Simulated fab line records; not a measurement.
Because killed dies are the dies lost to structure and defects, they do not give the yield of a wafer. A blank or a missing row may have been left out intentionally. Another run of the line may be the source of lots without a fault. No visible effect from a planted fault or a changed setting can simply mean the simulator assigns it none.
Struck lot and sound lot, side by side -- flow nand-harc -- 16 out of 1302 route steps
Sound: these wafers, L351.2, L351.3, L351.4. Struck: wafers L367.2, L367.4, L367.5. At the end, the cause is stated.
Each step with rows lists, per side, the tool, then ch with its chambers, then its first start. Under that, the readings that differ: sound wafers -- struck wafers -- difference of the means -- sigmas: that difference in standard deviations of wafers without a fault.
alike: readings whose means differ by less than 2 such deviations, and words and numbers that are the same on both sides. not compared: withheld readings, readings that some wafer has no value for, bounds like >300 that may hide the same value, and numbers for which the record gives no deviation and whose values overlap.
Wherever a step has rows on one side only, a row that says differs or no value, or a row with sigmas, the two part there. When numbers do not overlap yet have no deviation, they are printed without sigmas and do not part them. A reading missing from all wafers of one side parts the sides only when that side holds two or more wafers.

NHARC_P_START_INSPECT_01:
  sound: defect-inspect-01 at day 1 20:02; struck: defect-inspect-01 at day 8 12:02
  alike: raw-defect-count
then, 10 steps without rows for these wafers: NHARC_P_ZERO_WELL_PRECLEAN_00 (cleans in SPM, time 600 s); NHARC_P_ZERO_WELL_SRD_01; NHARC_P_ZERO_WELL_PECVD_02 (deposits SiO2, target thk 10 nm); NHARC_P_ZERO_WELL_DEHYDRATE_03 (time 120 s); NHARC_P_ZERO_WELL_HMDS_04 (time 30 s); NHARC_P_ZERO_WELL_COAT_64 (time 65 s); NHARC_P_ZERO_WELL_COAT_05 (resist thk 600 nm); NHARC_P_ZERO_WELL_SOFTBAKE_06 (time 70 s); NHARC_P_ZERO_WELL_EBR_07; NHARC_P_ZERO_WELL_EXPOSE_08 (exposes mask P ZERO, target cd 500 nm).
NHARC_P_ZERO_WELL_PEB_09: peb time 80 s.
  sound on litho-track-03 ch 0, day 1 21:09; struck on litho-track-03 ch 0, day 8 13:13
reading,sound,struck,difference,sigmas
heater-power-total-W (W),189.0 189.5 190.5,214.1 211.4 211.2,+22.6,+28
plate-temp-C (C),128.01 128.05 127.92,139.90 139.74 139.90,+11.85,+85
then, 1 step without rows for these wafers: NHARC_P_ZERO_WELL_DEVELOP_10 (time 50 s).
NHARC_P_ZERO_WELL_CD_MEAS_11: the cd target is 500 nm.
  sound on cd-sem-02 ch 0, day 1 21:14; struck on cd-sem-01 ch 0, day 8 13:19
reading,sound,struck,difference,sigmas
cd-nm (nm),500.5 501.3 500.8,551.3 553.6 548.6,+50.3,+17
then, 1 step without rows for these wafers: NHARC_P_ZERO_WELL_HARDBAKE_12 (time 65 s).
-- jump in the record: it breaks off in module P_ZERO_WELL and resumes in module END (first step shown: number 1302 of the route), and 22 days separate the struck wafers' starts before and after --
NHARC_END_SORT_01:
  only the struck wafers appear in the record here, on prober-01 ch 0 at day 30 20:08; the sound ones have no rows

## WHERE THEY PART
At NHARC_P_ZERO_WELL_PEB_09 first; at NHARC_END_SORT_01 last (within this record only).

WHY: what had been put in by the simulator
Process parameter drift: litho-track-03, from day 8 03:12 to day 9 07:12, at NHARC_P_ZERO_WELL_PEB_09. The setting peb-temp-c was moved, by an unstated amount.
